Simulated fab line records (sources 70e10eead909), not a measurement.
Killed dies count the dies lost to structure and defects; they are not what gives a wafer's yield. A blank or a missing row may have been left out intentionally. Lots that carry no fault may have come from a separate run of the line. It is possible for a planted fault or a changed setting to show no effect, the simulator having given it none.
What tool caused it? + flow nand_harc + 22 lots, 66 wafers sampled, at 5 steps of a route of 1159

WHAT THE GAUGES SHOWED, per wafer
NHARC_A_CONTACT_CD_MEAS_42: the cd target is 200 nm. Usual: cd_nm 200.2 nm, standard deviation 0.57.
| lot  | measured     | on        | cd_nm (nm)        | flag |
|------|--------------|-----------|-------------------|------|
| L074 | day 19 18:59 | cd_sem-03 | 200.7 200.6 200.7 |      |
| L077 | day 19 11:11 | cd_sem-03 | 200.3 200.1 199.9 |      |
| L078 | day 19 13:07 | cd_sem-03 | 200.5 200.7 199.8 |      |
| L075 | day 20 00:40 | cd_sem-02 | 200.4 200.4 200.6 |      |
| L076 | day 19 18:49 | cd_sem-01 | 199.8 199.9 199.3 |      |
| L080 | day 20 09:59 | cd_sem-02 | 199.7 200.3 200.0 |      |
| L082 | day 20 09:02 | cd_sem-02 | 200.3 199.8 199.8 |      |
| L084 | day 20 20:31 | cd_sem-02 | 200.3 200.1 199.5 |      |
| L079 | day 20 15:37 | cd_sem-03 | 199.9 199.6 200.8 |      |
| L081 | day 20 16:07 | cd_sem-02 | 200.1 200.4 200.2 |      |
| L083 | day 21 01:14 | cd_sem-03 | 199.7 199.8 199.7 |      |
| L085 | day 21 17:02 | cd_sem-01 | 199.9 200.3 200.7 |      |
| L087 | day 21 14:03 | cd_sem-02 | 199.6 200.0 200.3 |      |
| L089 | day 22 08:23 | cd_sem-01 | 201.2 199.3 199.5 |      |
| L088 | day 22 05:34 | cd_sem-03 | 199.3 199.3 200.4 |      |
| L093 | day 22 12:50 | cd_sem-01 | 201.6 199.5 200.7 |      |
| L092 | day 22 15:12 | cd_sem-02 | 200.4 199.5 200.0 |      |
| L091 | day 22 17:32 | cd_sem-02 | 201.2 201.3 200.3 |      |
| L094 | day 23 00:21 | cd_sem-01 | 201.0 199.5 200.1 |      |
| L086 | day 23 09:43 | cd_sem-01 | 200.4 200.9 200.7 |      |
| L090 | day 23 00:46 | cd_sem-03 | 199.7 200.4 200.7 |      |
| L096 | day 24 03:51 | cd_sem-03 | 200.4 199.8 199.5 |      |

NHARC_A_CONTACT_OVL_MEAS_43. Usual: overlay_x_nm 0.0 nm, standard deviation 0.92; overlay_y_nm 0.2 nm, standard deviation 0.92.
| lot  | measured     | on         | overlay_x_nm (nm) | overlay_y_nm (nm) | flag |
|------|--------------|------------|-------------------|-------------------|------|
| L074 | day 19 19:04 | overlay-01 | 0.9 1.2 1.3       | -0.5 -0.5 -0.3    |      |
| L077 | day 19 11:17 | overlay-01 | 0.2 0.1 -0.4      | -1.7 -1.0 -1.3    |      |
| L078 | day 19 13:13 | overlay-01 | -0.9 -0.9 -1.0    | 2.1 2.0 2.0       |      |
| L075 | day 20 00:46 | overlay-02 | -0.1 -0.2 -0.6    | 0.3 1.1 1.2       |      |
| L076 | day 19 18:55 | overlay-02 | -2.7 -2.2 -2.5    | 1.5 1.7 2.0       |      |
| L080 | day 20 10:05 | overlay-01 | 1.2 0.3 1.4       | -0.8 0.4 -0.4     |      |
| L082 | day 20 09:08 | overlay-02 | 0.3 0.4 0.0       | 1.0 1.2 1.4       |      |
| L084 | day 20 20:37 | overlay-01 | -0.2 -0.1 -0.3    | -0.3 -0.4 0.1     |      |
| L079 | day 20 15:43 | overlay-01 | 0.8 1.2 1.3       | 0.5 0.8 1.1       |      |
| L081 | day 20 16:13 | overlay-02 | 0.5 0.1 0.4       | -0.3 -0.2 0.3     |      |
| L083 | day 21 01:20 | overlay-01 | -0.4 -0.7 -1.0    | 0.7 0.3 -0.2      |      |
| L085 | day 21 17:08 | overlay-02 | -0.1 -0.5 -0.6    | 0.5 0.7 0.9       |      |
| L087 | day 21 14:08 | overlay-01 | 0.3 0.5 0.0       | 0.3 1.1 0.8       |      |
| L089 | day 22 08:29 | overlay-02 | 0.4 0.0 0.5       | -0.6 -0.3 -1.0    |      |
| L088 | day 22 05:39 | overlay-01 | 0.3 -0.4 -0.4     | 0.6 0.0 0.6       |      |
| L093 | day 22 12:56 | overlay-02 | -0.9 -1.0 -1.4    | 0.5 0.4 0.1       |      |
| L092 | day 22 15:17 | overlay-02 | 2.4 1.6 1.8       | -1.3 -0.8 -0.5    |      |
| L091 | day 22 17:37 | overlay-01 | 0.6 0.9 0.7       | 0.0 -0.1 0.2      |      |
| L094 | day 23 00:26 | overlay-02 | -0.5 -0.1 -0.2    | -0.2 -0.4 -0.1    |      |
| L086 | day 23 09:48 | overlay-01 | -0.9 -1.2 -0.4    | 0.1 -0.1 -0.7     |      |
| L090 | day 23 00:52 | overlay-02 | 0.6 0.7 0.8       | 1.1 1.3 1.4       |      |
| L096 | day 24 03:56 | overlay-02 | 0.2 0.5 0.5       | -1.0 -1.0 -0.8    |      |

WHICH TOOL RAN EACH LOT (tool, then ch and the chambers of the sampled wafers, then the start)
| lot  | NHARC_A_SLIT_DESCUM_14             | NHARC_A_SLIT_ETCH_24               | NHARC_A_SLIT_STRIP_18                         |
|------|------------------------------------|------------------------------------|-----------------------------------------------|
| L074 | rie_diel-03 ch 2,3, day 16 21:43   | rie_diel-03 ch 0,1,2, day 16 21:48 | rie_diel-09 ch 1,2, day 19 18:59 or earlier   |
| L077 | rie_diel-10 ch 0,2,3, day 16 23:40 | rie_diel-10 ch 0,1, day 16 23:44   | rie_diel-10 ch 0,2, day 19 11:11 or earlier   |
| L078 | rie_diel-09 ch 0,1,2, day 16 23:49 | rie_diel-09 ch 0,3, day 16 23:54   | rie_diel-10 ch 0,1,2, day 19 13:07 or earlier |
| L075 | rie_diel-09 ch 0,3, day 17 04:20   | rie_diel-09 ch 0,1,2, day 17 04:25 | rie_diel-10 ch 1,2, day 20 00:40 or earlier   |
| L076 | rie_diel-03 ch 0,3, day 17 04:29   | rie_diel-03 ch 0,3, day 17 04:38   | rie_diel-09 ch 1,2,3, day 19 18:49 or earlier |
| L080 | rie_diel-09 ch 0,3, day 17 15:23   | rie_diel-09 ch 1,2,3, day 17 15:29 | rie_diel-03 ch 1,2,3, day 20 09:59 or earlier |
| L082 | rie_diel-10 ch 0,2,3, day 17 19:34 | rie_diel-10 ch 1,2,3, day 17 19:39 | rie_diel-03 ch 0,2, day 20 09:02 or earlier   |
| L084 | rie_diel-03 ch 0,2, day 17 19:43   | rie_diel-03 ch 1,2, day 17 19:47   | rie_diel-10 ch 0,2, day 20 20:31 or earlier   |
| L079 | rie_diel-10 ch 0,3, day 17 21:14   | rie_diel-10 ch 2,3, day 17 21:19   | rie_diel-10 ch 1,2,3, day 20 15:37 or earlier |
| L081 | rie_diel-09 ch 0,1,3, day 17 21:39 | rie_diel-09 ch 1,2,3, day 17 21:43 | rie_diel-09 ch 1,2, day 20 16:07 or earlier   |
| L083 | rie_diel-03 ch 0,3, day 17 23:45   | rie_diel-03 ch 0,1,2, day 17 23:50 | rie_diel-10 ch 0,2,3, day 21 01:14 or earlier |
| L085 | rie_diel-03 ch 0,1, day 18 03:26   | rie_diel-03 ch 0,2, day 18 03:31   | rie_diel-03 ch 1,2,3, day 21 17:02 or earlier |
| L087 | rie_diel-10 ch 2,3, day 18 05:26   | rie_diel-10 ch 1,2,3, day 18 05:32 | rie_diel-10 ch 1,2,3, day 21 14:03 or earlier |
| L089 | rie_diel-03 ch 0,3, day 18 18:16   | rie_diel-03 ch 0,1,3, day 18 18:22 | rie_diel-03 ch 0,1,3, day 22 08:23 or earlier |
| L088 | rie_diel-09 ch 1,2,3, day 18 18:25 | rie_diel-09 ch 1,2,3, day 18 18:30 | rie_diel-10 ch 1,2,3, day 22 05:34 or earlier |
| L093 | rie_diel-03 ch 0,3, day 18 23:43   | rie_diel-03 ch 0,1, day 18 23:48   | rie_diel-03 ch 1,2, day 22 12:50 or earlier   |
| L092 | rie_diel-03 ch 1,2,3, day 19 01:20 | rie_diel-03 ch 0,2,3, day 19 01:27 | rie_diel-03 ch 2,3, day 22 15:12 or earlier   |
| L091 | rie_diel-10 ch 0,1,3, day 19 01:41 | rie_diel-10 ch 0,1,2, day 19 01:46 | rie_diel-03 ch 0,2,3, day 22 17:32 or earlier |
| L094 | rie_diel-03 ch 0,1, day 19 03:17   | rie_diel-03 ch 1,2, day 19 03:22   | rie_diel-03 ch 0,2,3, day 23 00:21 or earlier |
| L086 | rie_diel-10 ch 1,2, day 19 06:05   | rie_diel-10 ch 1,2,3, day 19 06:11 | rie_diel-10 ch 1,2,3, day 23 09:43 or earlier |
| L090 | rie_diel-10 ch 1,3, day 19 07:10   | rie_diel-10 ch 2,3, day 19 07:16   | rie_diel-09 ch 0,1, day 23 00:46 or earlier   |
| L096 | rie_diel-09 ch 0,3, day 20 03:14   | rie_diel-09 ch 0,1,3, day 20 03:20 | rie_diel-09 ch 0,1,3, day 24 03:51 or earlier |
- NHARC_A_SLIT_DESCUM_14: chemistry O2, time 3 s.
- NHARC_A_SLIT_ETCH_24: etches the open film in CF4/CHF3, target depth 121 nm, time 60.5 s.
- NHARC_A_SLIT_STRIP_18: strips in O2.

WHAT THE TOOLS THEMSELVES READ (means of the sampled wafers that have a number; where no wafer has one, the mark that the record gives instead)
NHARC_A_SLIT_DESCUM_14. Usual: drypump_motor_current_A 5.5 A, standard deviation 0.68; oes_product_au 0.996 a.u., standard deviation 0.011; rf_vpp_V 57.8 V, standard deviation 0.99; showerhead_plenum_p_Torr 1.92 Torr, standard deviation 0.093; throttle_valve_pct 11.311 %, standard deviation 0.009.
| lot  | tool        | drypump_motor_current_A (A) | oes_product_au (a.u.) | rf_vpp_V (V) | showerhead_plenum_p_Torr (Torr) | throttle_valve_pct (%) | flag |
|------|-------------|-----------------------------|-----------------------|--------------|---------------------------------|------------------------|------|
| L074 | rie_diel-03 | 5.6                         | 1.007                 | 57.1         | 1.89                            | 11.317                 |      |
| L077 | rie_diel-10 | 5.5                         | 0.990                 | 56.8         | 1.91                            | 11.311                 |      |
| L078 | rie_diel-09 | 5.9                         | 0.993                 | 58.0         | 1.95                            | 11.314                 |      |
| L075 | rie_diel-09 | 5.8                         | 1.007                 | 57.4         | 1.86                            | 11.304                 |      |
| L076 | rie_diel-03 | 4.9                         | 1.010                 | 57.6         | 1.89                            | 11.307                 |      |
| L080 | rie_diel-09 | 5.4                         | 1.007                 | 57.3         | 1.87                            | 11.314                 |      |
| L082 | rie_diel-10 | 5.5                         | 0.989                 | 57.6         | 1.91                            | 11.306                 |      |
| L084 | rie_diel-03 | 6.1                         | 0.995                 | 56.9         | 2.02                            | 11.313                 |      |
| L079 | rie_diel-10 | 5.5                         | 0.993                 | 57.2         | 1.88                            | 11.308                 |      |
| L081 | rie_diel-09 | 5.9                         | 0.991                 | 57.7         | 1.92                            | 11.311                 |      |
| L083 | rie_diel-03 | 4.9                         | 1.000                 | 57.7         | 1.89                            | 11.311                 |      |
| L085 | rie_diel-03 | 5.2                         | 0.997                 | 58.4         | 1.97                            | 11.321                 |      |
| L087 | rie_diel-10 | 5.1                         | 0.979                 | 58.3         | 1.86                            | 11.305                 |      |
| L089 | rie_diel-03 | 4.8                         | 1.001                 | 58.5         | 1.96                            | 11.314                 |      |
| L088 | rie_diel-09 | 5.6                         | 0.992                 | 57.4         | 1.94                            | 11.313                 |      |
| L093 | rie_diel-03 | 4.9                         | 1.002                 | 58.0         | 1.89                            | 11.304                 |      |
| L092 | rie_diel-03 | 6.0                         | 1.002                 | 58.7         | 1.89                            | 11.309                 |      |
| L091 | rie_diel-10 | 5.3                         | 0.993                 | 58.6         | 1.89                            | 11.311                 |      |
| L094 | rie_diel-03 | 5.2                         | 1.005                 | 57.5         | 1.97                            | 11.314                 |      |
| L086 | rie_diel-10 | 5.4                         | 0.991                 | 58.3         | 1.99                            | 11.302                 |      |
| L090 | rie_diel-10 | 5.0                         | 0.990                 | 56.7         | 1.85                            | 11.312                 |      |
| L096 | rie_diel-09 | 5.8                         | 1.014                 | 56.7         | 1.86                            | 11.309                 |      |

NHARC_A_SLIT_ETCH_24. Usual: bias_w 200.0 W, standard deviation 0.55; drypump_motor_current_A 5.6 A, standard deviation 0.68; oes_product_au 0.959 a.u., standard deviation 0.019; rf_vpp_V 371.0 V, standard deviation 2.6; showerhead_plenum_p_Torr 1.59 Torr, standard deviation 0.071; throttle_valve_pct 16.803 %, standard deviation 0.0094.
| lot  | tool        | bias_w (W) | drypump_motor_current_A (A) | oes_product_au (a.u.) | rf_vpp_V (V) | showerhead_plenum_p_Torr (Torr) | throttle_valve_pct (%) | flag |
|------|-------------|------------|-----------------------------|-----------------------|--------------|---------------------------------|------------------------|------|
| L074 | rie_diel-03 | 199.7      | 5.9                         | 0.977                 | 372.4        | 1.62                            | 16.799                 |      |
| L077 | rie_diel-10 | 199.8      | 5.7                         | 0.975                 | 372.3        | 1.60                            | 16.799                 |      |
| L078 | rie_diel-09 | 200.5      | 5.4                         | 0.967                 | 369.7        | 1.54                            | 16.795                 |      |
| L075 | rie_diel-09 | 199.8      | 5.9                         | 0.936                 | 371.0        | 1.60                            | 16.816                 |      |
| L076 | rie_diel-03 | 200.0      | 4.9                         | 0.955                 | 370.0        | 1.56                            | 16.799                 |      |
| L080 | rie_diel-09 | 199.9      | 5.5                         | 0.967                 | 372.3        | 1.60                            | 16.803                 |      |
| L082 | rie_diel-10 | 199.5      | 5.3                         | 0.961                 | 370.4        | 1.59                            | 16.807                 |      |
| L084 | rie_diel-03 | 200.5      | 6.6                         | 0.956                 | 371.7        | 1.61                            | 16.807                 |      |
| L079 | rie_diel-10 | 199.8      | 5.4                         | 0.961                 | 371.9        | 1.60                            | 16.801                 |      |
| L081 | rie_diel-09 | 200.1      | 5.6                         | 0.968                 | 371.6        | 1.60                            | 16.796                 |      |
| L083 | rie_diel-03 | 200.4      | 5.9                         | 0.975                 | 372.5        | 1.62                            | 16.811                 |      |
| L085 | rie_diel-03 | 200.4      | 6.1                         | 0.976                 | 373.6        | 1.66                            | 16.806                 |      |
| L087 | rie_diel-10 | 200.0      | 5.2                         | 0.916                 | 370.8        | 1.58                            | 16.792                 |      |
| L089 | rie_diel-03 | 200.1      | 5.3                         | 0.928                 | 369.6        | 1.56                            | 16.800                 |      |
| L088 | rie_diel-09 | 199.6      | 5.5                         | 0.927                 | 371.3        | 1.60                            | 16.806                 |      |
| L093 | rie_diel-03 | 199.9      | 5.6                         | 0.976                 | 369.6        | 1.56                            | 16.806                 |      |
| L092 | rie_diel-03 | 199.6      | 5.5                         | 0.946                 | 372.0        | 1.61                            | 16.807                 |      |
| L091 | rie_diel-10 | 199.5      | 5.6                         | 0.972                 | 372.6        | 1.62                            | 16.799                 |      |
| L094 | rie_diel-03 | 200.0      | 6.6                         | 0.974                 | 372.5        | 1.61                            | 16.802                 |      |
| L086 | rie_diel-10 | 199.7      | 5.3                         | 0.952                 | 371.3        | 1.58                            | 16.806                 |      |
| L090 | rie_diel-10 | 199.7      | 5.4                         | 0.942                 | 372.2        | 1.60                            | 16.806                 |      |
| L096 | rie_diel-09 | 200.7      | 5.8                         | 0.971                 | 370.7        | 1.58                            | 16.802                 |      |

NHARC_A_SLIT_STRIP_18. Usual: drypump_motor_current_A 5.6 A, standard deviation 0.67; oes_product_au 0.996 a.u., standard deviation 0.01; rf_vpp_V 57.9 V, standard deviation 0.89; showerhead_plenum_p_Torr 3.57 Torr, standard deviation 0.15; throttle_valve_pct 17.036 %, standard deviation 0.0091.
| lot  | tool        | drypump_motor_current_A (A) | oes_product_au (a.u.) | rf_vpp_V (V) | showerhead_plenum_p_Torr (Torr) | throttle_valve_pct (%) | flag |
|------|-------------|-----------------------------|-----------------------|--------------|---------------------------------|------------------------|------|
| L074 | rie_diel-09 | 6.0                         | 0.991                 | 58.5         | 3.67                            | 17.037                 |      |
| L077 | rie_diel-10 | 5.8                         | 0.995                 | 57.6         | 3.61                            | 17.034                 |      |
| L078 | rie_diel-10 | 5.6                         | 0.987                 | 57.9         | 3.64                            | 17.044                 |      |
| L075 | rie_diel-10 | 5.6                         | 0.978                 | 58.9         | 3.69                            | 17.034                 |      |
| L076 | rie_diel-09 | 5.6                         | 1.000                 | 58.2         | 3.59                            | 17.040                 |      |
| L080 | rie_diel-03 | 6.0                         | 1.001                 | 57.7         | 3.49                            | 17.039                 |      |
| L082 | rie_diel-03 | 5.4                         | 0.992                 | 58.5         | 3.73                            | 17.040                 |      |
| L084 | rie_diel-10 | 5.7                         | 0.984                 | 58.3         | 3.66                            | 17.033                 |      |
| L079 | rie_diel-10 | 5.3                         | 0.986                 | 57.9         | 3.55                            | 17.038                 |      |
| L081 | rie_diel-09 | 5.6                         | 0.990                 | 58.4         | 3.63                            | 17.035                 |      |
| L083 | rie_diel-10 | 5.5                         | 0.986                 | 59.0         | 3.52                            | 17.046                 |      |
| L085 | rie_diel-03 | 6.0                         | 1.007                 | 57.8         | 3.49                            | 17.046                 |      |
| L087 | rie_diel-10 | 5.2                         | 0.994                 | 58.5         | 3.55                            | 17.027                 |      |
| L089 | rie_diel-03 | 5.3                         | 1.001                 | 57.6         | 3.50                            | 17.037                 |      |
| L088 | rie_diel-10 | 5.3                         | 0.989                 | 57.6         | 3.55                            | 17.033                 |      |
| L093 | rie_diel-03 | 6.6                         | 0.992                 | 57.7         | 3.61                            | 17.034                 |      |
| L092 | rie_diel-03 | 5.6                         | 1.009                 | 58.5         | 3.48                            | 17.031                 |      |
| L091 | rie_diel-03 | 5.5                         | 1.002                 | 58.7         | 3.60                            | 17.040                 |      |
| L094 | rie_diel-03 | 5.5                         | 0.993                 | 57.9         | 3.60                            | 17.031                 |      |
| L086 | rie_diel-10 | 5.2                         | 0.991                 | 57.9         | 3.55                            | 17.042                 |      |
| L090 | rie_diel-09 | 6.2                         | 1.009                 | 57.3         | 3.53                            | 17.033                 |      |
| L096 | rie_diel-09 | 5.9                         | 1.006                 | 57.8         | 3.54                            | 17.038                 |      |

THE ANSWER, worked out from the rows above alone
Rule: a lot is off if the mean of its wafers that have a number lies more than 3 standard deviations from the usual mean. A lot without any number at a reading at which 4 lots or more have one is off too. All remaining lots with rows at the step are treated as sound. The gauges are gone through in route order, then the tools' own readings, and for those a lot's mean is taken as printed above. The first step at which some lot is off is used, and at that step the reading that is off furthest; a lot without a number counts as furthest.
Across all readings shown, no lot is off: no conclusion can be drawn from this.

WHAT THE SIMULATOR HAD PUT IN
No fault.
